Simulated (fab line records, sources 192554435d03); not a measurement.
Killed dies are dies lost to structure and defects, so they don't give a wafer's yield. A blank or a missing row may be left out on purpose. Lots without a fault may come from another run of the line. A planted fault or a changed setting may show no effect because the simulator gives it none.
Chamber matching | flow n5_finfet | N5_BEOL_M8_ALD_77 on ald_metal-04: 4 sister chambers
The step deposits TaN, target thk 2 nm, pulse time 2 s, purge time 3 s. 8 wafers are shown with their chamber, then 7 later ones without.

WAFERS WITH THEIR CHAMBER
wafer  | chamber | heater_power_w (W) | precursor_vessel_temp_c (C)
L076.1 | 3       | 351                | 75.03
L080.4 | 0       | 449                | 75.14
L084.3 | 3       | 344                | 74.90
L085.1 | 1       | 465                | 74.98
L085.4 | 2       | 341                | 74.79
L085.6 | 1       | 464                | 75.02
L091.2 | 0       | 435                | 75.01
L091.3 | 2       | 351                | 74.87

WAFERS WITHOUT THEIR CHAMBER
wafer  | heater_power_w (W) | precursor_vessel_temp_c (C)
L091.6 | 455                | 74.85
L094.2 | 346                | 75.16
L094.3 | 443                | 75.11
L094.5 | 438                | 75.05
L095.1 | 356                | 75.01
L095.3 | 342                | 75.01
L095.4 | 436                | 75.14

WHICH CHAMBER EACH WENT THROUGH
wafer  | from the rows above     | in truth
L091.6 | can't be placed: 1 or 0 | 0
L094.2 | can't be placed: 3 or 2 | 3
L094.3 | 0                       | 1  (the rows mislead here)
L094.5 | 0                       | 0
L095.1 | can't be placed: 3 or 2 | 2
L095.3 | can't be placed: 3 or 2 | 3
L095.4 | 0                       | 0
Placed correctly: 2 of 7. Can't be placed from these rows: 4 (the true chamber is among the candidates in 4). Placed wrongly: 1.
How it was worked out, from the rows above alone: a wafer's distance from a chamber is the root of the sum, over the readings, of the square of ((its reading less the chamber's mean) divided by the reading's scatter). The wafer belongs to the nearest chamber; if the next one is less than 2 further off, it can't be placed. A chamber's mean is the mean of its shown wafers. The scatter: the root of (the sum of the squares of (reading less its chamber's mean) over the shown wafers, divided by (wafers less chambers)).
